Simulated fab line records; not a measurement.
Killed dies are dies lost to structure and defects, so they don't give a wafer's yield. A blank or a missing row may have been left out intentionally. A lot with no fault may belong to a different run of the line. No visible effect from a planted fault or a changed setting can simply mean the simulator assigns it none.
Matching of chambers || flow nandHarc || 3 sister chambers for NHARC_A_STAIRCASE_DEP_301 on pecvd-01
The step deposits SiON, target thk 30 nm. 6 wafers are shown with their chamber, then 7 later ones without.

## EACH WAFER AND ITS CHAMBER
{"wafer": "L077.6", "chamber": 1, "heaterPowerW (W)": 767, "susceptorTempC (C)": 400.05}
{"wafer": "L086.2", "chamber": 1, "heaterPowerW (W)": 767, "susceptorTempC (C)": 399.97}
{"wafer": "L086.3", "chamber": 0, "heaterPowerW (W)": 788, "susceptorTempC (C)": 400.03}
{"wafer": "L086.4", "chamber": 2, "heaterPowerW (W)": 962, "susceptorTempC (C)": 400.29}
{"wafer": "L087.1", "chamber": 0, "heaterPowerW (W)": 776, "susceptorTempC (C)": 399.81}
{"wafer": "L087.3", "chamber": 2, "heaterPowerW (W)": 956, "susceptorTempC (C)": 400.17}

## WAFERS MISSING THEIR CHAMBER
{"wafer": "L087.5", "heaterPowerW (W)": 966, "susceptorTempC (C)": 399.97}
{"wafer": "L090.1", "heaterPowerW (W)": 701, "susceptorTempC (C)": 399.50}
{"wafer": "L090.3", "heaterPowerW (W)": 766, "susceptorTempC (C)": 399.95}
{"wafer": "L090.6", "heaterPowerW (W)": 706, "susceptorTempC (C)": 399.90}
{"wafer": "L095.1", "heaterPowerW (W)": 813, "susceptorTempC (C)": 399.96}
{"wafer": "L095.2", "heaterPowerW (W)": 782, "susceptorTempC (C)": 399.82}
{"wafer": "L095.4", "heaterPowerW (W)": 888, "susceptorTempC (C)": 400.42}

## THE CHAMBER EACH PASSED THROUGH
{"wafer": "L087.5", "from the rows above": 2, "in truth": 2}
{"wafer": "L090.1", "from the rows above": 1, "in truth": 1}
{"wafer": "L090.3", "from the rows above": 1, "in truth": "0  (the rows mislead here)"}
{"wafer": "L090.6", "from the rows above": 1, "in truth": 1}
{"wafer": "L095.1", "from the rows above": 0, "in truth": 0}
{"wafer": "L095.2", "from the rows above": 0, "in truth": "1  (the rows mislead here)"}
{"wafer": "L095.4", "from the rows above": 2, "in truth": 2}
Correctly placed: 5 of 7. Left unplaced by these rows: 0. Number placed wrongly: 2.
How it was worked out, from the rows above alone: a wafer's distance from a chamber is the root of the sum, over the readings, of the square of ((its reading less the chamber's mean) divided by the reading's scatter). The wafer belongs to the nearest chamber; if the next one is less than 2 further off, it can't be placed. For every chamber, the mean is computed from those of its wafers that are shown. The scatter: take each reading less its chamber's mean, square it, sum over the shown wafers, divide by the number of wafers less the number of chambers, and take the root.
